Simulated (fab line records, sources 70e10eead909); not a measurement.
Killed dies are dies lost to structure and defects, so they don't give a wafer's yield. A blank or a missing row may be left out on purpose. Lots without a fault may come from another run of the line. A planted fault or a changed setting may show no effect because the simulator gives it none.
Problem report in the 8D (eight disciplines) form, filled by code | flow nand_harc | the parts of the form that need people (team, actions taken, sign-off) are left out

1. THE PROBLEM
run_length_s at NHARC_A_STAIRCASE_TRIM_200 reads a mean of 262.4 s on 3 wafers of 2 lots; wafers without a fault read 232.9 s with a standard deviation of 0.36. That is +82 standard deviations from the usual mean.
The step: chemistry O2, time 211.2 s.
First seen on wafer L360.3, day 19 13:55, on rie_diel-05. The record holds 36 wafers of 12 lots with a number at this step. Rule for "out", or "out of limits": more than 4 standard deviations from the usual mean. The other wafers with a number count as sound.

2. WHAT IT IS AND WHAT IT IS NOT
question                    | is                     | is not
which readings at this step | run_length_s           | drypump_motor_current_A, oes_product_au, rf_vpp_V, showerhead_plenum_p_Torr, throttle_valve_pct
which lots                  | L360, L362             | L352, L354, L355, L356, L368, L370, L371, L372, L373, L374
which wafers of those lots  | L360.3, L362.2, L362.3 | L360.4, L360.6, L362.5
read on which tools         | rie_diel-05            | rie_diel-01, rie_diel-09
when                        | from day 19 13:55      | up to then (14 sound wafers); but 19 sound wafers of L362, L368, L370, L371, L372, L373, L374 came after

3. SUSPECTS, AND WHAT RULES EACH OUT
Counting: a tool at a process step up to the reading stays a suspect if it ran every lot that is out. Sound lots after the first of them don't rule it out here, since some wafers of a struck lot are sound.
- rie_diel-09 at NHARC_A_STAIRCASE_TRIM_191 (chemistry O2, time 211.2 s): kept. It ran every lot that is out, first L360 (day 19 13:55); its last sound lot up to then is L356 (day 17 20:02). NHARC_A_STAIRCASE_TRIM_191 gives no start for some lots, so the hours and the order of its lots are those of NHARC_A_STAIRCASE_TRIM_200.
- rie_diel-09 at NHARC_A_STAIRCASE_ETCH_192 (etches the open film in C4F8/O2, target depth 100 nm, time 40.5 s): kept. It ran every lot that is out, first L360 (day 19 13:55); its last sound lot up to then is L356 (day 17 20:02). NHARC_A_STAIRCASE_ETCH_192 gives no start for some lots, so the hours and the order of its lots are those of NHARC_A_STAIRCASE_TRIM_200.
- rie_diel-05 at NHARC_A_STAIRCASE_TRIM_200 (chemistry O2, time 211.2 s): kept. It ran every lot that is out, first L360 (day 19 13:55); its last sound lot up to then is L356 (day 17 20:02). Its own readings are out on those wafers: run_length_s.
Left after counting: rie_diel-09 at NHARC_A_STAIRCASE_TRIM_191, rie_diel-09 at NHARC_A_STAIRCASE_ETCH_192, rie_diel-05 at NHARC_A_STAIRCASE_TRIM_200.

4. THE CAUSE (what the simulator had put in)
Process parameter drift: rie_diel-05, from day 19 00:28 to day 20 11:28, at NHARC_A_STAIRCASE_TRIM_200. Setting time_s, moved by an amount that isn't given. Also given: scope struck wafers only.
Counting left 3 suspects, and this tool is among them.

5. THE CHAIN OF EFFECTS, in route order
Each row: a reading whose mean over the struck wafers that have a number lies more than 3 standard deviations from the usual. Only readings for which the record gives a usual standard deviation are gone through. hours: the time from each lot's start at the first step in this table that gives one to its start at this step, as a median over the lots. sigmas: the change in usual standard deviations.
hours | step                       | reading      | usual   | on struck wafers | change | sigmas
0     | NHARC_A_STAIRCASE_TRIM_200 | run_length_s | 232.9 s | 262.4            | +29.5  | +82
The process steps in it:
- NHARC_A_STAIRCASE_TRIM_200: chemistry O2, time 211.2 s.
Later measuring or inspecting steps at which every struck wafer that the step has a row for has a number for every such reading, and none has moved that far: NHARC_END_SORT_01.

6. WHAT WOULD HAVE CAUGHT IT SOONER
In this record the first reading out of limits was taken at day 19 13:55, 13 hours after the fault began at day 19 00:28.
